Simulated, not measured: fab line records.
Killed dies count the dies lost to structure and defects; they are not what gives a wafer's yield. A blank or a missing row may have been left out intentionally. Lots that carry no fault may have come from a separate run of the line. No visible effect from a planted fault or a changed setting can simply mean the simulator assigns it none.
Which tool is to blame? / flow n5_finfet / 36 wafers from 12 lots sampled at 4 of the route's 1938 steps

WHAT EACH GAUGE READ, for each wafer
N5_BEOL_M10_CD_MEAS_35: target cd 70 nm.
lot=L075; measured=day 11 16:41; on=cd_sem-03; cd_nm (nm)=70.7 70.0 70.0
lot=L077; measured=day 12 00:46; on=cd_sem-02; cd_nm (nm)=71.1 71.1 70.5
lot=L079; measured=day 12 13:43; on=cd_sem-03; cd_nm (nm)=69.7 69.9 70.5
lot=L081; measured=day 12 21:48; on=cd_sem-01; cd_nm (nm)=69.7 70.0 70.6
lot=L085; measured=day 13 22:01; on=cd_sem-02; cd_nm (nm)=70.3 70.4 70.2
lot=L086; measured=day 14 01:58; on=cd_sem-03; cd_nm (nm)=69.1 69.6 69.8
lot=L087; measured=day 14 18:11; on=cd_sem-01; cd_nm (nm)=69.7 69.7 70.0
lot=L091; measured=day 15 20:31; on=cd_sem-03; cd_nm (nm)=69.9 69.6 69.3
lot=L090; measured=day 15 20:59; on=cd_sem-03; cd_nm (nm)=70.4 70.0 70.9
lot=L092; measured=day 16 06:04; on=cd_sem-02; cd_nm (nm)=70.4 69.9 70.1
lot=L096; measured=day 17 06:17; on=cd_sem-03; cd_nm (nm)=70.0 70.5 69.5
lot=L097; measured=day 17 09:36; on=cd_sem-03; cd_nm (nm)=69.4 70.0 69.8

WHAT TOOL EACH LOT RAN ON (gives the tool, then ch and the chambers of the sampled wafers, and finally the start)
lot=L075; N5_BEOL_M10_VIA_ETCH_34=rie_diel-04 ch 0,1,2, day 11 16:14; N5_BEOL_M10_STRIP_36=rie_diel-04 ch 0,1,2, day 11 16:18; N5_BEOL_M10_ETCH_41=rie_diel-04 ch 0,1,2, day 11 16:41 or earlier
lot=L077; N5_BEOL_M10_VIA_ETCH_34=rie_diel-04 ch 1,3, day 12 00:20; N5_BEOL_M10_STRIP_36=rie_diel-04 ch 1,3, day 12 00:23; N5_BEOL_M10_ETCH_41=rie_diel-04 ch 1,3, day 12 00:46 or earlier
lot=L079; N5_BEOL_M10_VIA_ETCH_34=rie_diel-05 ch 2,3, day 12 13:17; N5_BEOL_M10_STRIP_36=rie_diel-05 ch 2,3, day 12 13:21; N5_BEOL_M10_ETCH_41=rie_diel-05 ch 2,3, day 12 13:43 or earlier
lot=L081; N5_BEOL_M10_VIA_ETCH_34=rie_diel-04 ch 0,1, day 12 21:22; N5_BEOL_M10_STRIP_36=rie_diel-04 ch 0,1, day 12 21:25; N5_BEOL_M10_ETCH_41=rie_diel-04 ch 0,1, day 12 21:48 or earlier
lot=L085; N5_BEOL_M10_VIA_ETCH_34=rie_diel-05 ch 1,2,3, day 13 21:37; N5_BEOL_M10_STRIP_36=rie_diel-05 ch 1,2,3, day 13 21:40; N5_BEOL_M10_ETCH_41=rie_diel-05 ch 1,2,3, day 13 22:01 or earlier
lot=L086; N5_BEOL_M10_VIA_ETCH_34=rie_diel-02 ch 1,3, day 14 01:32; N5_BEOL_M10_STRIP_36=rie_diel-02 ch 1,3, day 14 01:35; N5_BEOL_M10_ETCH_41=rie_diel-02 ch 1,3, day 14 01:58 or earlier
lot=L087; N5_BEOL_M10_VIA_ETCH_34=rie_diel-05 ch 0,1,3, day 14 17:46; N5_BEOL_M10_STRIP_36=rie_diel-05 ch 0,1,3, day 14 17:49; N5_BEOL_M10_ETCH_41=rie_diel-05 ch 0,1,3, day 14 18:11 or earlier
lot=L091; N5_BEOL_M10_VIA_ETCH_34=rie_diel-02 ch 0,3, day 15 20:05; N5_BEOL_M10_STRIP_36=rie_diel-02 ch 0,3, day 15 20:08; N5_BEOL_M10_ETCH_41=rie_diel-02 ch 0,3, day 15 20:31 or earlier
lot=L090; N5_BEOL_M10_VIA_ETCH_34=rie_diel-02 ch 0,3, day 15 20:32; N5_BEOL_M10_STRIP_36=rie_diel-02 ch 0,3, day 15 20:36; N5_BEOL_M10_ETCH_41=rie_diel-02 ch 0,3, day 15 20:59 or earlier
lot=L092; N5_BEOL_M10_VIA_ETCH_34=rie_diel-05 ch 0,2, day 16 05:37; N5_BEOL_M10_STRIP_36=rie_diel-05 ch 0,2, day 16 05:41; N5_BEOL_M10_ETCH_41=rie_diel-05 ch 0,2, day 16 06:04 or earlier
lot=L096; N5_BEOL_M10_VIA_ETCH_34=rie_diel-04 ch 0,1,2, day 17 05:51; N5_BEOL_M10_STRIP_36=rie_diel-04 ch 0,1,2, day 17 05:55; N5_BEOL_M10_ETCH_41=rie_diel-04 ch 0,1,2, day 17 06:17 or earlier
lot=L097; N5_BEOL_M10_VIA_ETCH_34=rie_diel-05 ch 0,1,3, day 17 09:10; N5_BEOL_M10_STRIP_36=rie_diel-05 ch 0,1,3, day 17 09:13; N5_BEOL_M10_ETCH_41=rie_diel-05 ch 0,1,3, day 17 09:36 or earlier
- N5_BEOL_M10_VIA_ETCH_34: etches SiCOH lowk in C4F6/O2, target depth 184.5 nm, time 69.2 s.
- N5_BEOL_M10_STRIP_36: strips in N2/H2.
- N5_BEOL_M10_ETCH_41: etches SiCN in CH3F/O2, target depth 42.6 nm, time 86 s.

THE ANSWER, worked out from the rows above alone
Rule: the lots themselves supply what counts as usual. Put in order of their means at a reading, lots are off if they are a third of the lots or fewer, leave a main group of 4 or more, and stand apart from it by a gap of 3 or more times the standard deviation of the main group's means; of several such gaps the widest counts. A main group whose means are all the same, to the digits that the tables above print for the reading, isn't used. A lot without any number at a reading at which 4 lots or more have one is off too. Where the step has rows for the other lots, those lots are counted as sound.
Across all readings shown, no lot is off: no conclusion can be drawn from this.

WHAT THE SIMULATOR HAD PUT IN
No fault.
